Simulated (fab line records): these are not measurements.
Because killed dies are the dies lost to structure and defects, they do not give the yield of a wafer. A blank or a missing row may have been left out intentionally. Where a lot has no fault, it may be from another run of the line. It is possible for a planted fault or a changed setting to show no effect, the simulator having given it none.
fab line records	flow nand-harc
[record] lots = 6	wafers = 18	last-day = 33
route steps=1302 shown A_BLC@1125 A_M0@1137 END@1302
lots that met no fault: taken from a fault-free run of the same line
start-h: the number of hours between the record's first day and the start of the first shown wafer of the lot	wait-h: time in hours since the lot's previous step	" as in the row above	L1.1+2: a single row standing in for several wafers	- no value present, or no start provided	* or withheld: withheld	< > ~ a bound
route shown NAME@n: NAME is a module with steps in the file, n the number in the route of the first one	usual: mean and standard deviation over wafers with no fault	same: alike in all rows	chamber/n: place in a boat	sites: each site's reading	_std_site: their standard deviation	_edge_site: outer sites' mean less inner sites'	radius-mm: for every site, how far away it sits from the centre of the wafer	mask NAME#n: copy n	behind: the last tool/chamber to shape the wafer	hold: cause of the lot's hold/its duration in hours/its outcome	device: which transistor (n, p or np) failed to switch	end of line: at the end of the route, the tests of the same wafers	where a step has no rows: the recipe by itself	killed: the dies lost at the first sort to structure and to defects; this is not the yield of the wafer	map: dies across one wafer; x = killed, . = not, _ = none there
set.NAME: the run value of the setting; set.NAME@STEP: its run value at that earlier step	model.NAME: the simulator's own value behind a step, which no gauge read
lots at some steps of the route; a table a step, a row a wafer
services: a tool's chamber out of use, with start hour (start-h, from the record's first day; less than 0 if before it), hours out, and reason
[[steps]]
[step NHARC_A_BLC_STRIP_29]
[recipe] cf4-flow-sccm = 150	ar-flow-sccm = 0	bias-w = 0	chemistry = CF4
[step NHARC_A_BLC_STRIP_21]
[recipe] o2-flow-sccm = 500	ar-flow-sccm = 0	bias-w = 0	chemistry = O2
[usual] drypump-motor-current-A = 5.9/0.51	oes-product-au = 1.001/0.0075	rf-vpp-V = 57.9/0.93	showerhead-plenum-p-Torr = 3.54/0.14	throttle-valve-pct = 17.035/0.0088
lot.wafer	tool	chamber	start-h	wait-h	drypump-motor-current-A	oes-product-au	rf-hours-counter-h	rf-vpp-V	showerhead-plenum-p-Torr	throttle-valve-pct
L637.2	rie-diel-10	0	537.03	0.1	6.3	1.011	5	57.3	3.54	17.026
L637.3	"	2	"	"	6.0	1.001	3	58.2	3.63	17.017
L637.6	"	3	"	"	6.6	1.014	-	57.4	3.57	17.032
L640.4	rie-diel-10	3	572.57	0.1	6.6	1.005	7	58.9	3.57	17.050
L640.5	"	2	"	"	6.0	1.002	-	56.6	3.62	17.039
L640.6	"	3	"	"	6.6	0.998	-	57.5	3.57	17.026
L643.4	rie-diel-03	2	601.51	0.1	5.9	1.011	12	58.6	3.58	17.010
L643.6	"	1	"	"	6.1	1.014	-	57.6	3.41	17.037
L643.5	"	2	"	"	5.9	1.000	-	57.7	3.58	17.040
L645.1	rie-diel-03	2	625.07	0.1	5.9	1.003	14	58.1	3.58	17.037
L645.4	"	3	"	"	4.9	1.001	17	56.2	3.38	17.033
L645.5	"	1	"	"	6.0	0.991	-	57.3	3.41	17.014
L647.3	rie-diel-10	1	636.16	0.1	6.5	0.989	2	58.5	3.36	17.034
L647.4	"	0	"	"	6.4	0.996	2	57.3	3.54	17.046
L647.6	"	2	"	"	6.0	1.001	-	57.9	3.62	17.041
L658.1	rie-diel-03	2	741.39	0.1	5.9	0.991	9	58.8	3.57	17.040
L658.6	"	2	"	"	5.9	0.994	-	58.8	3.57	17.032
L658.5	"	3	"	"	4.8	1.004	-	56.7	3.37	17.033
[step NHARC_A_BLC_STRIP_22]
[recipe] time-s = 600	temp-c = 30	chemistry = post-etch-residue-remover
[step NHARC_A_BLC_DEGAS_30]
[recipe] temp-c = 300	time-s = 60
[step NHARC_A_BLC_PRE_CLEAN_31]
[recipe] time-s = 15	bias-v = 250	gas = Ar
[step NHARC_A_BLC_PVD_32]
[recipe] target-thk-a = 50	chamber-pressure-pa = 5	power-w = 5000	substrate-temp-c = 200	time-s = 17.7	material = Ti
[step NHARC_A_BLC_ALD_23]
[recipe] target-thk-a = 30	pulse-time-s = 1	ald-cycles = 150	temp-c = 450	material = TiN
[step NHARC_A_BLC_CVD_24]
[recipe] target-thk-a = 1500	temp-c = 300	pressure-torr = 40	wf6-flow-sccm = 40	h2-flow-sccm = 1600	ar-flow-sccm = 1560	time-s = 434	material = W
[step NHARC_A_BLC_CMP_25]
[recipe] t-overpolish-s = 30	target-thk-nm = 150
[step NHARC_A_BLC_SRD_27]
[step NHARC_A_BLC_INSPECT_28]
[usual] raw-defect-count = 514/120
lot.wafer	tool	chamber	start-h	wait-h	raw-defect-count
L637.2	defect-inspect-02	-	538.94	0.1	427
L637.3	"	-	"	"	491
L637.6	"	-	"	"	421
L640.4	defect-inspect-02	-	574.37	0.1	567
L640.5	"	-	"	"	608
L640.6	"	-	"	"	618
L643.4	defect-inspect-01	-	603.29	0.1	545
L643.5	"	-	"	"	612
L643.6	"	-	"	"	557
L645.1	defect-inspect-01	-	626.88	0.1	471
L645.4	"	-	"	"	443
L645.5	"	-	"	"	391
L647.3	defect-inspect-02	-	637.97	0.1	514
L647.4	"	-	"	"	438
L647.6	"	-	"	"	418
L658.1	defect-inspect-02	-	743.20	0.1	441
L658.5	"	-	"	"	446
L658.6	"	-	"	"	628
[step NHARC_A_M0_DEP_00]
[recipe] target-thk-a = 1500	target-thk-nm = 150	temp-c = withheld	pressure-torr = 5	flow-sccm = 200	rf-w = 600	material = SiOC
lot.wafer	tool	chamber	start-h	wait-h
L637.2+3+6	pecvd-01	0,2,1	539.01	0.1
L640.5+6+4	pecvd-03	1,2,0	574.57	0.2
L643.4+5+6	pecvd-03	1,2,0	603.49	0.2
L645.1+5+4	pecvd-03	2,0,1	626.94	0.1
L647.3+4+6	pecvd-03	1,2,0	638.13	0.2
L658.1+6+5	pecvd-04	1,1,2	743.27	0.1
[step NHARC_A_M0_DEHYDRATE_01]
[recipe] temp-c = 150	time-s = 120
[step NHARC_A_M0_HMDS_02]
[recipe] time-s = 30
[step NHARC_A_M0_COAT_33]
[recipe] temp-c = 200	time-s = 65
[step NHARC_A_M0_COAT_03]
[recipe] spin-rpm = 1500	resist-thk-nm = 90
[step NHARC_A_M0_SOFTBAKE_04]
[recipe] temp-c = 105	time-s = 55
[step NHARC_A_M0_EBR_05]
[step NHARC_A_M0_EXPOSE_06]
[recipe] na = 1.35	target-cd-nm = 80	dose-mj = 83.25	mask-id = A_M0
[step NHARC_A_M0_PEB_07]
[recipe] peb-temp-c = 100	peb-time-s = 65
[step NHARC_A_M0_DEVELOP_08]
[recipe] develop-time-s = 35	dev-temp-c = 23
[step NHARC_A_M0_CD_MEAS_09]
[recipe] target-cd-nm = 80	landing-energy-ev = 500
[usual] cd-nm = 79.9/0.55
lot.wafer	tool	chamber	start-h	wait-h	cd-nm
L637.2	cd-sem-02	0	539.84	-	80.8
L637.3	"	0	"	"	80.5
L637.6	"	0	"	"	80.4
L640.4	cd-sem-02	0	575.28	-	79.6
L640.5	"	0	"	"	80.1
L640.6	"	0	"	"	80.4
L643.4	cd-sem-01	0	604.07	-	80.0
L643.5	"	0	"	"	79.8
L643.6	"	0	"	"	79.8
L645.1	cd-sem-01	0	627.66	-	80.5
L645.4	"	0	"	"	79.9
L645.5	"	0	"	"	80.4
L647.3	cd-sem-02	0	638.87	-	79.5
L647.4	"	0	"	"	79.6
L647.6	"	0	"	"	80.2
L658.1	cd-sem-03	0	744.11	-	79.6
L658.5	"	0	"	"	79.0
L658.6	"	0	"	"	79.6
[step NHARC_A_M0_OVL_MEAS_10]
[recipe] pitch-nm = 160
[usual] overlay-x-nm = 0.1/0.76	overlay-y-nm = -0.1/1
lot.wafer	tool	chamber	start-h	wait-h	overlay-x-nm	overlay-y-nm
L637.2	overlay-01	-	539.93	-	1.7	1.0
L637.3	"	-	"	"	1.2	0.4
L637.6	"	-	"	"	0.7	0.9
L640.4	overlay-01	-	575.36	-	-0.2	0.4
L640.5	"	-	"	"	0.1	0.6
L640.6	"	-	"	"	0.1	0.2
L643.4	overlay-02	-	604.15	-	0.1	0.0
L643.5	"	-	"	"	0.9	0.2
L643.6	"	-	"	"	0.0	0.1
L645.1	overlay-01	-	627.74	-	0.0	0.4
L645.4	"	-	"	"	-0.5	0.6
L645.5	"	-	"	"	0.9	0.7
L647.3	overlay-01	-	638.96	-	-1.1	-0.2
L647.4	"	-	"	"	-0.9	0.0
L647.6	"	-	"	"	-1.4	0.3
L658.1	overlay-01	-	744.19	-	-0.4	-0.2
L658.5	"	-	"	"	0.4	-0.2
L658.6	"	-	"	"	0.0	0.0
[step NHARC_A_M0_INSPECT_11]
[usual] raw-defect-count = 86/38
lot.wafer	tool	chamber	start-h	wait-h	raw-defect-count
L637.2	defect-inspect-01	-	539.97	0.0	68
L637.3	"	-	"	"	79
L637.6	"	-	"	"	87
L640.4	defect-inspect-01	-	575.40	0.0	99
L640.5	"	-	"	"	117
L640.6	"	-	"	"	119
L643.4	defect-inspect-02	-	604.19	0.0	172
L643.5	"	-	"	"	151
L643.6	"	-	"	"	158
L645.1	defect-inspect-01	-	627.78	0.0	16
L645.4	"	-	"	"	25
L645.5	"	-	"	"	23
L647.3	defect-inspect-01	-	638.99	0.0	85
L647.4	"	-	"	"	97
L647.6	"	-	"	"	108
L658.1	defect-inspect-01	-	744.23	0.0	45
L658.5	"	-	"	"	50
L658.6	"	-	"	"	60
[step NHARC_A_M0_DESCUM_14]
[recipe] time-s = 3	o2-flow-sccm = 200	ar-flow-sccm = 0	bias-power-w = 0	chemistry = O2
[step NHARC_A_M0_ETCH_34]
[recipe] target-depth-a = 400	overetch-a = 120	time-s = 43.94	ion-energy-ev = 200	n2-flow-sccm = 150	h2-flow-sccm = 150	ar-flow-sccm = 0	rf-w = 400	bias-w = 150	chemistry = N2/H2
[step NHARC_A_M0_ETCH_15]
[recipe] target-depth-a = 1500	overetch-a = 150	time-s = 82.5	c4f8-flow-sccm = withheld	ar-flow-sccm = 400	rf-w = 600	bias-w = 300	chemistry = C4F8/Ar
[step NHARC_A_M0_CD_MEAS_16]
[usual] cd-nm = 79.9/0.6
lot.wafer	tool	chamber	start-h	wait-h	cd-nm
L637.2	cd-sem-02	-	540.38	-	80.3
L637.3	"	-	"	"	80.2
L637.6	"	-	"	"	80.0
L640.4	cd-sem-02	-	575.76	-	79.7
L640.5	"	-	"	"	80.3
L640.6	"	-	"	"	80.1
L643.4	cd-sem-01	-	604.56	-	80.4
L643.5	"	-	"	"	79.5
L643.6	"	-	"	"	80.3
L645.1	cd-sem-01	-	628.14	-	80.5
L645.4	"	-	"	"	80.7
L645.5	"	-	"	"	80.1
L647.3	cd-sem-03	-	639.36	-	79.7
L647.4	"	-	"	"	79.5
L647.6	"	-	"	"	80.8
L658.1	cd-sem-01	-	744.60	-	78.9
L658.5	"	-	"	"	78.2
L658.6	"	-	"	"	80.0
[step NHARC_A_M0_STRIP_18]
[recipe] power-w = 1000	n2-flow-sccm = 150	h2-flow-sccm = 150	ar-flow-sccm = 0	bias-w = 0	chemistry = N2/H2
[step NHARC_A_M0_STRIP_19]
[recipe] time-s = 600	temp-c = 30	chemistry = post-etch-residue-remover
[step NHARC_A_M0_DEGAS_28]
[recipe] temp-c = 250	time-s = 60
[step NHARC_A_M0_PRE_CLEAN_29]
[recipe] time-s = 30	temp-c = 280	gas = H2/He
[usual] heater-power-w = 409/47
lot.wafer	tool	chamber	start-h	wait-h	heater-power-w
L637.2	pvd-sputter-01	-	-	-	391
L637.3	"	-	"	"	493
L637.6	"	-	"	"	354
L640.4	pvd-sputter-02	-	-	-	374
L640.6	"	-	"	"	493
L640.5	"	-	"	"	370
L643.4	pvd-sputter-03	-	-	-	439
L643.6	"	-	"	"	354
L643.5	"	-	"	"	444
L645.4	pvd-sputter-01	-	-	-	365
L645.1	"	-	"	"	425
L645.5	"	-	"	"	485
L647.4	pvd-sputter-03	-	-	-	443
L647.3	"	-	"	"	410
L647.6	"	-	"	"	444
L658.1	pvd-sputter-01	-	-	-	393
L658.6	"	-	"	"	426
L658.5	"	-	"	"	380
[step NHARC_A_M0_PVD_20]
[recipe] target-thk-a = 50	bias-v = 168.6	power-w = 15000	chamber-pressure-pa = 0.12	time-s = 8.06	substrate-temp-c = 50	material = TaN
[usual] chamber-pressure-pa = 0.11998/0.00022	throttle-valve-pct = 30.2/1
lot.wafer	tool	chamber	start-h	wait-h	chamber-pressure-pa	throttle-valve-pct
L637.3	pvd-sputter-01	-	-	-	0.12015	30.1
L637.2	"	-	"	"	0.11978	28.9
L637.6	"	-	"	"	0.11979	29.8
L640.4	pvd-sputter-02	-	-	-	0.12007	30.6
L640.6	"	-	"	"	0.12013	29.9
L640.5	"	-	"	"	0.11993	30.2
L643.4	pvd-sputter-03	-	-	-	0.11997	30.4
L643.5	"	-	"	"	0.12005	29.7
L643.6	"	-	"	"	0.12011	30.5
L645.1	pvd-sputter-01	-	-	-	0.11993	29.6
L645.4	"	-	"	"	0.11978	29.1
L645.5	"	-	"	"	0.11966	29.9
L647.4	pvd-sputter-03	-	-	-	0.11989	30.1
L647.3	"	-	"	"	0.12008	29.7
L647.6	"	-	"	"	0.11989	30.8
L658.1	pvd-sputter-01	-	-	-	0.11985	29.6
L658.6	"	-	"	"	0.12001	30.3
L658.5	"	-	"	"	0.11972	28.8
[step NHARC_A_M0_PVD_21]
[recipe] target-thk-a = 300	chamber-pressure-pa = 5	power-w = 5000	substrate-temp-c = 30	time-s = 20.49	material = Cu
[usual] chamber-pressure-pa = 5.000/0.011	throttle-valve-pct = 30.3/1.1
lot.wafer	tool	chamber	start-h	wait-h	chamber-pressure-pa	throttle-valve-pct
L637.3	pvd-sputter-01	-	-	-	5.009	29.1
L637.2	"	-	"	"	5.027	30.1
L637.6	"	-	"	"	4.995	29.0
L640.4	pvd-sputter-02	-	-	-	5.052	31.7
L640.5	"	-	"	"	4.990	30.3
L640.6	"	-	"	"	5.017	31.8
L643.4	pvd-sputter-03	-	-	-	5.010	29.9
L643.6	"	-	"	"	4.997	30.2
L643.5	"	-	"	"	4.984	30.6
L645.1	pvd-sputter-01	-	-	-	4.996	28.6
L645.4	"	-	"	"	5.000	29.3
L645.5	"	-	"	"	5.015	28.8
L647.4	pvd-sputter-03	-	-	-	4.992	30.5
L647.3	"	-	"	"	5.003	29.5
L647.6	"	-	"	"	5.002	30.0
L658.1	pvd-sputter-01	-	-	-	5.002	29.1
L658.6	"	-	"	"	5.008	30.2
L658.5	"	-	"	"	4.996	28.8
[step NHARC_A_M0_ECD_22]
[recipe] target-thk-a = 4000	bath-temp-c = 25	material = Cu
[step NHARC_A_M0_ANNEAL_30]
[recipe] temp-c = 225	time-s = 90
[step NHARC_A_M0_CMP_23]
[recipe] t-overpolish-s = 20	target-thk-nm = 113.75
[usual] motor-current-A = 12.3/1.1	time-to-endpoint-s = 29.6/1.9
lot.wafer	tool	chamber	start-h	wait-h	motor-current-A	time-to-endpoint-s
L637.3	cmp-04	1	542.42	-	13.8	29.3
L637.2	"	2	"	"	12.8	30.3
L637.6	"	0	"	"	13.0	31.3
L640.4	cmp-04	0	577.52	-	14.4	30.2
L640.6	"	0	"	"	13.5	28.2
L640.5	"	1	"	"	12.8	28.2
L643.4	cmp-04	1	606.56	-	13.0	29.3
L643.6	"	3	"	"	11.7	35.0
L643.5	"	0	"	"	13.0	31.1
L645.1	cmp-02	0	629.96	-	10.4	31.9
L645.4	"	1	"	"	11.3	25.8
L645.5	"	2	"	"	13.6	29.9
L647.4	cmp-02	0	641.09	-	10.6	32.9
L647.3	"	3	"	"	12.6	29.6
L647.6	"	1	"	"	11.3	24.9
L658.1	cmp-04	2	746.35	-	12.4	30.6
L658.5	"	0	"	"	13.7	31.2
L658.6	"	1	"	"	12.5	29.7
[step NHARC_A_M0_SRD_25]
[step NHARC_A_M0_INSPECT_27]
[usual] raw-defect-count = 540/120
lot.wafer	tool	chamber	start-h	wait-h	raw-defect-count
L637.2	defect-inspect-01	-	542.86	0.0	607
L637.3	"	-	"	"	853
L637.6	"	-	"	"	462
L640.4	defect-inspect-02	-	577.99	0.0	430
L640.5	"	-	"	"	501
L640.6	"	-	"	"	390
L643.4	defect-inspect-02	-	606.98	0.0	485
L643.5	"	-	"	"	466
L643.6	"	-	"	"	436
L645.1	defect-inspect-01	-	630.38	0.0	375
L645.4	"	-	"	"	350
L645.5	"	-	"	"	441
L647.3	defect-inspect-02	-	641.57	0.0	491
L647.4	"	-	"	"	527
L647.6	"	-	"	"	578
L658.1	defect-inspect-01	-	746.76	0.0	441
L658.5	"	-	"	"	411
L658.6	"	-	"	"	481
[step NHARC_END_SORT_01]
[recipe] temp-c = 25
[usual] defect-limited-yield = 90/3.3	killed-at-array = 61/23	killed-at-other = 1.3/1.4	killed-at-periphery = 4.0/2.6	killed-dies = 66/22	killed-open = 3.4/1.8	killed-short = 2.3/1.4
[same] gross-dies = 677
lot.wafer	tool	chamber	start-h	wait-h	defect-limited-yield[%]	killed-at-array	killed-at-other	killed-at-periphery	killed-dies	killed-open	killed-short
L637.2	prober-02	0	581.41	2.8	92	49	1	3	53	3	1
L637.3	prober-02	0	582.22	3.1	91	59	1	3	63	3	4
L637.6	prober-02	0	584.65	4.0	91	60	1	2	63	1	2
L640.4	prober-01	0	618.58	3.4	90	62	3	2	67	5	3
L640.5	prober-01	0	619.38	3.7	92	54	1	0	55	1	2
L640.6	prober-01	0	620.17	4.0	90	59	2	6	67	4	4
L645.5	prober-02	0	670.86	3.7	0	672	1	4	677	4	0
L647.3	prober-01	0	679.37	3.1	92	46	2	3	51	4	0
L647.4	prober-01	0	680.16	3.4	91	56	3	2	61	3	3
L647.6	prober-01	0	681.75	4.0	0	672	0	5	677	1	3
// killed by level:class
L637.2 A_CHANNEL_HOLE_D1:chamber-film-flake=31 A_CHANNEL_HOLE_D2:chamber-film-flake=9 P_CONTACT:geometric-particle:open=2 A_ZERO_WELL:chamber-film-flake=2 A_STAIRCASE:chamber-film-flake=2 A_CONTACT:chamber-film-flake=2 A_CHANNEL_FILL_D1:geometric-particle:short=1 A_M0:geometric-particle:open=1
L637.3 A_CHANNEL_HOLE_D1:chamber-film-flake=34 A_CHANNEL_HOLE_D2:chamber-film-flake=8 A_CONTACT:chamber-film-flake=6 A_DECK1_JOINT:geometric-particle:short=2 P_ZERO_WELL:chamber-film-flake=2 A_ZERO_WELL:chamber-film-flake=2 A_STAIRCASE:chamber-film-flake=2 P_GATE:geometric-particle:open=1
L637.6 A_CHANNEL_HOLE_D1:chamber-film-flake=36 A_CHANNEL_HOLE_D2:chamber-film-flake=15 A_CONTACT:chamber-film-flake=5 P_GATE:chamber-film-flake=2 A_ONON_D1:geometric-particle:short=1 A_CHANNEL_FILL_D1:geometric-particle:short=1 A_M0:geometric-particle:open=1 A_CHANNEL_FILL_D1:chamber-film-flake=1
L640.4 A_CHANNEL_HOLE_D1:chamber-film-flake=28 A_CHANNEL_HOLE_D2:chamber-film-flake=19 A_M1:chamber-film-flake=3 A_SGD_CUT:geometric-particle:open=2 A_ZERO_WELL:chamber-film-flake=2 THIN_TSV:chamber-film-flake=2 A_DECK1_JOINT:geometric-particle:open=1 A_DECK1_JOINT:geometric-particle:short=1
L640.5 A_CHANNEL_HOLE_D2:chamber-film-flake=24 A_CHANNEL_HOLE_D1:chamber-film-flake=21 A_M1:chamber-film-flake=3 A_WL_FILL:chamber-film-flake=2 A_CHANNEL_HOLE_D1:geometric-particle:short=1 A_CHANNEL_FILL_D1:geometric-particle:short=1 A_BLC:geometric-particle:open=1 A_CONTACT:chamber-film-flake=1
L640.6 A_CHANNEL_HOLE_D2:chamber-film-flake=23 A_CHANNEL_HOLE_D1:chamber-film-flake=22 A_CONTACT:chamber-film-flake=5 P_CONTACT:geometric-particle:open=2 A_WL_FILL:chamber-film-flake=2 THIN_TSV:chamber-film-flake=2 P_M0:geometric-particle:open=1 P_M0:geometric-particle:short=1
L645.5 A_M0:area-dep=652 A_CHANNEL_HOLE_D1:chamber-film-flake=8 A_CONTACT:chamber-film-flake=6 P_ZERO_WELL:chamber-film-flake=2 A_DECK1_JOINT:geometric-particle:open=1 A_SGD_CUT:geometric-particle:open=1 A_BLC:geometric-particle:open=1 A_M0:geometric-particle:open=1
L647.3 A_SLIT:chamber-film-flake=26 A_CHANNEL_HOLE_D2:chamber-film-flake=12 A_CHANNEL_FILL_D2:geometric-particle:open=2 A_CHANNEL_HOLE_D1:chamber-film-flake=2 P_GATE:geometric-particle:open=1 A_M0:geometric-particle:open=1 P_ZERO_WELL:chamber-film-flake=1 P_CONTACT:chamber-film-flake=1
L647.4 A_SLIT:chamber-film-flake=27 A_CHANNEL_HOLE_D2:chamber-film-flake=8 A_CHANNEL_HOLE_D1:chamber-film-flake=6 A_CONTACT:chamber-film-flake=4 A_STAIRCASE:chamber-film-flake=3 A_CONTACT:geometric-particle:open=2 P_M2:chamber-film-flake=2 HYBRID_BOND:chamber-film-flake=2
L647.6 A_M0:area-dep=614 A_SLIT:chamber-film-flake=22 A_CHANNEL_HOLE_D2:chamber-film-flake=17 A_CHANNEL_HOLE_D1:chamber-film-flake=6 A_CONTACT:chamber-film-flake=6 A_STAIRCASE:chamber-film-flake=3 P_CONTACT:chamber-film-flake=2 P_M0:geometric-particle:short=1
// map L645.5 (x killed, . not)
____________x____________
_________xxxxxxx_________
_______xxxxxxxxxxx_______
______xxxxxxxxxxxxx______
_____xxxxxxxxxxxxxxx_____
____xxxxxxxxxxxxxxxxx____
____xxxxxxxxxxxxxxxxx____
___xxxxxxxxxxxxxxxxxxx___
___xxxxxxxxxxxxxxxxxxx___
__xxxxxxxxxxxxxxxxxxxxx__
__xxxxxxxxxxxxxxxxxxxxx__
_xxxxxxxxxxxxxxxxxxxxxxx_
_xxxxxxxxxxxxxxxxxxxxxxx_
_xxxxxxxxxxxxxxxxxxxxxxx_
_xxxxxxxxxxxxxxxxxxxxxxx_
_xxxxxxxxxxxxxxxxxxxxxxx_
xxxxxxxxxxxxxxxxxxxxxxxxx
xxxxxxxxxxxxxxxxxxxxxxxxx
xxxxxxxxxxxxxxxxxxxxxxxxx
xxxxxxxxxxxxxxxxxxxxxxxxx
xxxxxxxxxxxxxxxxxxxxxxxxx
_xxxxxxxxxxxxxxxxxxxxxxx_
_xxxxxxxxxxxxxxxxxxxxxxx_
_xxxxxxxxxxxxxxxxxxxxxxx_
_xxxxxxxxxxxxxxxxxxxxxxx_
_xxxxxxxxxxxxxxxxxxxxxxx_
__xxxxxxxxxxxxxxxxxxxxx__
__xxxxxxxxxxxxxxxxxxxxx__
___xxxxxxxxxxxxxxxxxxx___
___xxxxxxxxxxxxxxxxxxx___
____xxxxxxxxxxxxxxxxx____
____xxxxxxxxxxxxxxxxx____
_____xxxxxxxxxxxxxxx_____
______xxxxxxxxxxxxx______
_______xxxxxxxxxxx_______
_________xxxxxxx_________
____________x____________
// map L647.6 (x killed, . not)
____________x____________
_________xxxxxxx_________
_______xxxxxxxxxxx_______
______xxxxxxxxxxxxx______
_____xxxxxxxxxxxxxxx_____
____xxxxxxxxxxxxxxxxx____
____xxxxxxxxxxxxxxxxx____
___xxxxxxxxxxxxxxxxxxx___
___xxxxxxxxxxxxxxxxxxx___
__xxxxxxxxxxxxxxxxxxxxx__
__xxxxxxxxxxxxxxxxxxxxx__
_xxxxxxxxxxxxxxxxxxxxxxx_
_xxxxxxxxxxxxxxxxxxxxxxx_
_xxxxxxxxxxxxxxxxxxxxxxx_
_xxxxxxxxxxxxxxxxxxxxxxx_
_xxxxxxxxxxxxxxxxxxxxxxx_
xxxxxxxxxxxxxxxxxxxxxxxxx
xxxxxxxxxxxxxxxxxxxxxxxxx
xxxxxxxxxxxxxxxxxxxxxxxxx
xxxxxxxxxxxxxxxxxxxxxxxxx
xxxxxxxxxxxxxxxxxxxxxxxxx
_xxxxxxxxxxxxxxxxxxxxxxx_
_xxxxxxxxxxxxxxxxxxxxxxx_
_xxxxxxxxxxxxxxxxxxxxxxx_
_xxxxxxxxxxxxxxxxxxxxxxx_
_xxxxxxxxxxxxxxxxxxxxxxx_
__xxxxxxxxxxxxxxxxxxxxx__
__xxxxxxxxxxxxxxxxxxxxx__
___xxxxxxxxxxxxxxxxxxx___
___xxxxxxxxxxxxxxxxxxx___
____xxxxxxxxxxxxxxxxx____
____xxxxxxxxxxxxxxxxx____
_____xxxxxxxxxxxxxxx_____
______xxxxxxxxxxxxx______
_______xxxxxxxxxxx_______
_________xxxxxxx_________
____________x____________
[[services]]
tool	chamber	start-h	hours	kind
rie-diel-03	2	515.60	7.7	repair
pvd-sputter-03	-	526.10	10.0	pm
cmp-02	-	526.52	4.0	pm
rie-diel-03	-	535.04	0.7	repair
pecvd-03	-	538.63	3.2	repair
rie-diel-10	3	543.77	5.0	repair
cmp-02	-	546.40	5.2	repair
pecvd-03	-	547.25	13.0	pm
rie-diel-03	2	581.81	9.6	repair
pvd-sputter-01	-	582.01	10.0	pm
rie-diel-10	-	582.42	0.3	repair
rie-diel-10	-	596.50	9.0	pm
pvd-sputter-01	-	598.10	3.7	repair
cmp-04	-	601.10	4.0	pm
cmp-02	-	624.52	4.0	pm
rie-diel-03	-	635.30	9.0	pm
pvd-sputter-02	-	638.02	10.0	pm
cmp-04	-	679.78	0.2	repair
pvd-sputter-02	-	695.63	11.6	repair
rie-diel-10	-	696.92	1.6	repair
cmp-04	-	699.10	4.0	pm
pvd-sputter-03	-	704.10	10.0	pm
pecvd-03	-	728.39	13.0	pm
rie-diel-10	3	737.60	13.6	repair
[[key]]
[first-sign] step = NHARC_END_SORT_01	reading = defect-limited-yield	direction = down	sigmas = 27	usual = 90	struck = 0
[effect] step = NHARC_END_SORT_01	reading = killed-dies	direction = up	sigmas = 27	usual = 66	struck = 677
[more-kills-born-at] NHARC_A_M0_DEP_00@pecvd-03 = 1266
met-at NHARC_A_M0_DEP_00
struck-wafers L645.5,L647.6
later-rows-left-out L645.5,L647.6
onset-between 603.49 626.94
[fault] kind = process-parameter-drift	tool = pecvd-03	chamber = 0	onset-h = 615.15	steps = NHARC_A_M0_DEP_00	channel = target-thk-a	offset = *	shape = step	end-h = 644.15	acts-in = *	stated = *
// later-rows-left-out: the simulator's readings of these wafers behind a module that went badly wrong aren't trusted and aren't shown, but for the sort
